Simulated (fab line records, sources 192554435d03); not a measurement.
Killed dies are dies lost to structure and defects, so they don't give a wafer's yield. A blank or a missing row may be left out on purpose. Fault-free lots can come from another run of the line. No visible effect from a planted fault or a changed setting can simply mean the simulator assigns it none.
Struck lot and sound lot, side by side ; flow n5-finfet ; 15 steps out of a route of 1938
Sound: wafers L536.1, L536.4, L536.5. Struck: wafer L547.6. (L547.1, L547.4 of the same lot were not struck and are left out.) The cause comes at the end.
Each step with rows lists, per side, the tool, then ch with its chambers, then its first start. Under that, the readings that differ: sound wafers ; struck wafers ; difference of the means ; sigmas: that difference in standard deviations of wafers without a fault.
alike: words and numbers the same on both sides, and readings whose means are apart by under 2 such deviations; not compared: readings that were withheld, readings missing a value for some wafer, numbers with overlapping values and no deviation given by the record, and bounds like >300 which may hide the same value.
Wherever a step has rows on one side only, a row that says differs or no value, or a row with sigmas, the two part there. When numbers do not overlap yet have no deviation, they are printed without sigmas and do not part them. Lack of a reading on every wafer of one side parts them only where that side has two or more wafers.

first, 6 steps without rows for these wafers: N5_BEOL_M1_COAT_05 (resist thk 30 nm); N5_BEOL_M1_EBR_07; N5_BEOL_M1_SOFTBAKE_06 (time 60 s); N5_BEOL_M1_EXPOSE_08 (exposes mask M1); N5_BEOL_M1_PEB_09 (peb time 60 s); N5_BEOL_M1_DEVELOP_10 (develop time 30 s).
N5_BEOL_M1_CD_MEAS_11: target cd 17.05 nm.
  sound on cd-sem-02 ch 0, day 7 01:48; struck on cd-sem-03 ch 0, day 9 20:58
  alike: cd-nm
N5_BEOL_M1_OVL_MEAS_12:
  sound on overlay-01 ch 0, day 7 01:50; struck on overlay-01 ch 0, day 9 21:00
  alike: M1_OVL
N5_BEOL_M1_INSPECT_13: inspects for defects (brightfield).
  sound: defect-inspect-02 at day 7 01:53; struck: defect-inspect-02 at day 9 21:04
  alike: raw-defect-count
N5_BEOL_M1_DESCUM_16: chemistry O2, time 7 s.
  sound on rie-diel-02 ch 0,1, day 7 02:20; struck on rie-diel-04 ch 0, day 9 21:43
reading;sound;struck;difference;sigmas
oes-product-au (a.u.);0.71 0.72 0.70;0.92;+0.21;+3
  alike: drypump-motor-current-A, rf-vpp-V, showerhead-plenum-p-Torr, temp-c, throttle-valve-pct
  not compared: rf-hours-counter-h
N5_BEOL_M1_ETCH_74: etches underlayer in N2/H2, target depth 6.5 nm, time 5.2 s.
  sound on rie-diel-02 ch 0,1, day 7 02:22; struck on rie-diel-04 ch 0, day 9 21:45
reading;sound;struck;difference;sigmas
etch-rf-on-time-s (s);5.44 5.42 5.47;5.13;-0.31;-2
oes-product-au (a.u.);0.59 0.61 0.60;0.79;+0.19;+3
  alike: bias-w, drypump-motor-current-A, rf-vpp-V, showerhead-plenum-p-Torr, throttle-valve-pct
  not compared: rf-hours-counter-h
N5_BEOL_M1_ETCH_63: etches SiARC in CF4, target depth 15.6 nm, time 26 s.
  sound on rie-diel-02 ch 0,1, day 7 02:23; struck on rie-diel-04 ch 0, day 9 21:46
reading;sound;struck;difference;sigmas
etch-rf-on-time-s (s);27.4 27.3 27.5;25.3;-2.1;-3
oes-product-au (a.u.);0.59 0.60 0.58;0.79;+0.20;+3
  alike: bias-w, drypump-motor-current-A, rf-vpp-V, showerhead-plenum-p-Torr, throttle-valve-pct
  not compared: rf-hours-counter-h
N5_BEOL_M1_ETCH_64: etches SOC in N2/H2, target depth 75 nm, overetch 15 nm, time 112.5 s.
  sound on rie-diel-02 ch 0,1, day 7 02:25; struck on rie-diel-04 ch 0, day 9 21:47
reading;sound;struck;difference;sigmas
bias-w (W);149.7 149.1 149.9;165.3;+15.7;+33
oes-product-au (a.u.);0.57 0.57 0.56;0.73;+0.16;+3
rf-vpp-V (V);525.1 520.9 527.0;557.8;+33.5;+15
model.SiARC_of_BEOL_M1_COAT_62.thk-nm (nm);7 7 7;6.2;-0.8;
  alike: drypump-motor-current-A, showerhead-plenum-p-Torr, temp-c, throttle-valve-pct
  not compared: rf-hours-counter-h
then, 1 step without rows for these wafers: N5_BEOL_M1_STRIP_65 (strips in N2/H2).
-- a jump in the record: the struck wafers' starts before and after are 4 days apart (it breaks off in module BEOL_M1 and resumes in module BEOL_M4, where the first step shown is number 1111 of the route) --
N5_BEOL_M4_RC_MEAS_101:
  sound on prober-02 ch 0, day 10 23:32; struck on prober-02 ch 0, day 13 21:53
  alike: DIBL_N, DIBL_P, IOFF_N, IOFF_P, ION_N, ION_P, SS_N, SS_P, VT_N, VT_P

## WHERE THEY PART
First at N5_BEOL_M1_DESCUM_16; last, within this record, at N5_BEOL_M1_ETCH_64. Later steps at which nothing parts them and some readings are alike: N5_BEOL_M4_RC_MEAS_101.

WHY: what had been put in by the simulator
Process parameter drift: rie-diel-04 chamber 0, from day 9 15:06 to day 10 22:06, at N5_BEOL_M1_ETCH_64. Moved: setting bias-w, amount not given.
